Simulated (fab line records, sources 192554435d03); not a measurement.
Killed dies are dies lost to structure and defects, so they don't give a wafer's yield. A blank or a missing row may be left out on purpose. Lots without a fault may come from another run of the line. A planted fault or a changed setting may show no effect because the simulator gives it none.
Split-lot experiment | flow n5_finfet | 7 lots, 21 wafers read, on a route of 1938 steps

THE SPLIT
At N5_BEOL_M3_COAT_73 (time 60 s, resist thk 5 nm), the setting spin_rpm was moved away from the recipe's 1500 rpm on 3 of the 21 wafers read, by -10.1% to -6.1%. The other wafers ran this setting at the recipe's value.

FROM THE SPLIT TO THE READING: what the file shows between them, 3 steps
- N5_BEOL_M3_COAT_05: resist thk 30 nm
- N5_BEOL_M3_EBR_07
- N5_BEOL_M3_DESCUM_16: chemistry O2, time 7 s

THE READING
etch.depth_nm (the simulator's own value, which no gauge read), in nm, at N5_BEOL_M3_ETCH_74 (etches underlayer in N2/H2, target depth 6.5 nm, time 5.2 s). The file gives no usual value for it. The 18 wafers here that ran the recipe average 4.998 nm, standard deviation 0.014 nm.

wafer  | tool, chamber at the split | spin_rpm as run, rpm | against the recipe | etch.depth_nm, nm | against lot-mates on the recipe
L080.1 | litho_track-03, 0          | 1500                 | recipe             | 4.993             | -
L080.4 | litho_track-03, 0          | 1500                 | recipe             | 4.989             | -
L080.6 | litho_track-03, 0          | 1500                 | recipe             | 4.995             | -
L081.3 | litho_track-04, 0          | 1500                 | recipe             | 4.977             | -
L081.4 | litho_track-04, 0          | 1500                 | recipe             | 4.985             | -
L081.5 | litho_track-04, 0          | 1500                 | recipe             | 4.971             | -
L085.3 | litho_track-03, 0          | 1500                 | recipe             | 4.993             | -
L085.4 | litho_track-03, 0          | 1348                 | -10.1%             | 5.279             | +0.277
L085.5 | litho_track-03, 0          | 1500                 | recipe             | 5.012             | -
L089.2 | litho_track-03, 0          | 1500                 | recipe             | 5.016             | -
L089.4 | litho_track-03, 0          | 1372                 | -8.5%              | 5.225             | +0.224
L089.5 | litho_track-03, 0          | 1500                 | recipe             | 4.986             | -
L092.1 | litho_track-04, 0          | 1500                 | recipe             | 5.015             | -
L092.4 | litho_track-04, 0          | 1408                 | -6.1%              | 5.185             | +0.171
L092.6 | litho_track-04, 0          | 1500                 | recipe             | 5.013             | -
L094.3 | litho_track-04, 0          | 1500                 | recipe             | 5.015             | -
L094.4 | litho_track-04, 0          | 1500                 | recipe             | 5.012             | -
L094.5 | litho_track-04, 0          | 1500                 | recipe             | 5.011             | -
L095.3 | litho_track-02, 0          | 1500                 | recipe             | 4.998             | -
L095.4 | litho_track-02, 0          | 1500                 | recipe             | 5.009             | -
L095.5 | litho_track-02, 0          | 1500                 | recipe             | 4.983             | -

THE FIT
A straight line over all 21 wafers: etch.depth_nm changes by -0.0277 nm for each +1% of spin_rpm; r = -0.99; the points scatter about the line by 0.015 nm.
The same after taking each lot's own level away (the mean of its wafers on the recipe; 21 wafers): -0.027 nm for each +1%; r = -1.00; scatter 0.0079 nm.
On that fit, the largest move of spin_rpm shifts the reading by 0.27 nm.
The lots' own levels span 4.9777 to 5.0140 nm, that is 2.6 times the standard deviation above.
So the lot-to-lot level changes the slope little: the two slopes agree.
Check: with one of the wafers moved furthest among these (-10.1%) left out of the fit, the line predicts +0.272 nm for it against its lot-mates. It came out at +0.277 nm against them.

OTHER SPLITS ON THESE WAFERS
These wafers also went through other splits before the reading. Each is held against what the fit with the lots' levels taken away leaves over:
other split on the same wafers | wafers away from the commonest value | r with etch.depth_nm (lot level and that fit taken away)
N5_BEOL_M2_DESCUM_16 time_s    | 6                                    | -0.13
N5_BEOL_M3_PECVD_72 time_s     | 8                                    | +0.17

THE FILE'S OWN FIT
etch.depth_nm changes by -0.027 nm for each +1% of spin_rpm, r = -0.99.
